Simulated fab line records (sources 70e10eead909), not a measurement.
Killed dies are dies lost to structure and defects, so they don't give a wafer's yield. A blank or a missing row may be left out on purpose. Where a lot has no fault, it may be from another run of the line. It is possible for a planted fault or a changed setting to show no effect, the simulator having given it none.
Matching of chambers + flow nand-harc + NHARC_P_BONDPAD_ETCH_37 on rie-diel-11: 4 sister chambers
The step etches the open film in N2/H2, target depth 60 nm, overetch 18 nm, time 65.91 s. 14 wafers are shown with their chamber, then 6 later ones without.

WAFERS PAIRED WITH THEIR CHAMBERS
| wafer  | chamber | drypump-motor-current-A (A) | run-length-s (s) | rf-vpp-V (V) |
|--------|---------|-----------------------------|------------------|--------------|
| L566.2 | 1       | 6.3                         | 87.4             | 432.3        |
| L566.3 | 2       | 5.1                         | 87.5             | 434.4        |
| L566.5 | 1       | 6.3                         | 87.4             | 432.0        |
| L567.3 | 1       | 6.3                         | 87.7             | 432.7        |
| L567.4 | 2       | 5.1                         | 87.7             | 434.4        |
| L567.5 | 1       | 6.3                         | 87.6             | 432.5        |
| L568.4 | 0       | 5.5                         | 86.2             | 429.5        |
| L568.5 | 2       | 5.0                         | 87.7             | 436.5        |
| L568.6 | 3       | 5.8                         | 87.3             | 429.1        |
| L569.1 | 1       | 6.3                         | 87.5             | 433.7        |
| L569.2 | 3       | 5.8                         | 87.2             | 429.6        |
| L569.4 | 2       | 5.1                         | 87.5             | 434.5        |
| L572.2 | 1       | 6.3                         | 87.5             | 433.4        |
| L572.3 | 3       | 5.8                         | 86.9             | 429.9        |

SIGNATURES (means of the wafers above)
| reading                 | chamber 0 | chamber 1 | chamber 2 | chamber 3 | scatter within a chamber |
|-------------------------|-----------|-----------|-----------|-----------|--------------------------|
| drypump-motor-current-A | 5.500     | 6.300     | 5.075     | 5.800     | 0.0274                   |
| run-length-s            | 86.200    | 87.517    | 87.600    | 87.133    | 0.14                     |
| rf-vpp-V                | 429.500   | 432.767   | 434.950   | 429.533   | 0.754                    |
Rule: for a wafer and a chamber, the distance is found by dividing, reading by reading, the gap between the wafer's reading and the chamber's mean by the reading's scatter, squaring, summing and taking the root. If the next closest chamber is less than 2 further off than the closest, the wafer can't be placed; otherwise it belongs to the closest. How the scatter is found: for the shown wafers, subtract from each reading the mean of its chamber, square and add these, divide the total by (wafers less chambers), then take the root.

WAFERS MISSING THEIR CHAMBER
| wafer  | drypump-motor-current-A (A) | run-length-s (s) | rf-vpp-V (V) |
|--------|-----------------------------|------------------|--------------|
| L572.4 | 5.1                         | 87.7             | 434.6        |
| L580.1 | 6.3                         | 87.5             | 432.5        |
| L580.4 | 5.6                         | 86.4             | 430.6        |
| L580.5 | 5.5                         | 86.3             | 429.7        |
| L582.1 | 6.3                         | 87.1             | 433.7        |
| L583.4 | 5.5                         | 86.3             | 430.4        |

CHAMBER TAKEN BY EACH
| wafer  | from the rows above | in truth |
|--------|---------------------|----------|
| L572.4 | 2                   | 2        |
| L580.1 | 1                   | 1        |
| L580.4 | 0                   | 0        |
| L580.5 | 0                   | 0        |
| L582.1 | 1                   | 1        |
| L583.4 | 0                   | 0        |
Correct placement for 6 of the 6. From these rows, 0 cannot be placed. Number placed wrongly: 0.
